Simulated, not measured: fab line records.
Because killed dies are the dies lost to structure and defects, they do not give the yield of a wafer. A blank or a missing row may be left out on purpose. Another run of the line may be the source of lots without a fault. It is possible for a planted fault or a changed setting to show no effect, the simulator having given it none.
Comparing a struck lot with a sound one	flow nandHarc	14 steps out of a route of 1302
Sound: the wafers L601.3, L601.4, L601.6. Struck: wafer L612.1; the same lot's L612.6 was not struck, so it is left out; see the end for the cause.
Order at every step that has rows: each side's tool, ch and its chambers, its first start. Under that, the readings that differ: sound wafers	struck wafers	difference of the means	sigmas: that difference in standard deviations of wafers without a fault.
alike: same words and numbers on both sides, and readings whose means sit less than 2 such deviations apart. not compared: any withheld reading, any reading some wafer has no value for, any bound like >300 that may hide the same value, and any number with overlapping values for which the record gives no deviation.
The two part at a step that has a row with sigmas, a row that says differs or no value, or rows on one side only. Numbers that have no deviation but don't overlap get no sigmas and don't part them. Lack of a reading on every wafer of one side parts them only where that side has two or more wafers.

first, 10 steps without rows for these wafers: NHARC_A_STAIRCASE_SRD_174; NHARC_A_STAIRCASE_DEHYDRATE_01 (time 120 s); NHARC_A_STAIRCASE_HMDS_02 (time 30 s); NHARC_A_STAIRCASE_COAT_03; NHARC_A_STAIRCASE_SOFTBAKE_04 (time 170 s); NHARC_A_STAIRCASE_EBR_05; NHARC_A_STAIRCASE_EXPOSE_06 (exposes mask STAIR); NHARC_A_STAIRCASE_PEB_07 (peb time 130 s); NHARC_A_STAIRCASE_DEVELOP_08 (time 140 s); NHARC_A_STAIRCASE_HARDBAKE_10 (time 140 s).
NHARC_A_STAIRCASE_DESCUM_11: chemistry O2, time 3 s.
  sound on rieDiel-05 ch 2,3, day 18 12:10; struck on rieDiel-03 ch 1, day 23 15:58
reading	sound	struck	difference	sigmas
drypumpMotorCurrentA (A)	6.3 6.4 6.4	5.5	-0.9	-2
  alike: oesProductAu, rfVppV, showerheadPlenumPTorr, throttleValvePct
  not compared: rfHoursCounterH
NHARC_A_STAIRCASE_TRIM_12: chemistry O2, time 211.2 s.
  sound on rieDiel-05 ch 1,2,3, day 18 12:15; struck on rieDiel-03 ch 3, day 23 16:02
reading	sound	struck	difference	sigmas
runLengthS (s)	232.0 233.2 231.3	256.4	+24.2	+61
  alike: drypumpMotorCurrentA, oesProductAu, rfVppV, showerheadPlenumPTorr, throttleValvePct
  not compared: rfHoursCounterH
NHARC_A_STAIRCASE_ETCH_13: etches the open film in C4F8/O2, target depth 100 nm, time 40.5 s.
  sound on rieDiel-05 ch 1,2,3; struck on rieDiel-03 ch 1
  alike: oesProductAu, rfVppV
  not compared: rfHoursCounterH
next, for these wafers, 1 step has no rows: NHARC_END_SORT_01.

== WHERE THEY PART ==
Last at NHARC_A_STAIRCASE_TRIM_12 as far as this record goes, first at NHARC_A_STAIRCASE_DESCUM_11. Later steps at which nothing parts them and some readings are alike: NHARC_A_STAIRCASE_ETCH_13.

WHY: the cause the simulator had injected
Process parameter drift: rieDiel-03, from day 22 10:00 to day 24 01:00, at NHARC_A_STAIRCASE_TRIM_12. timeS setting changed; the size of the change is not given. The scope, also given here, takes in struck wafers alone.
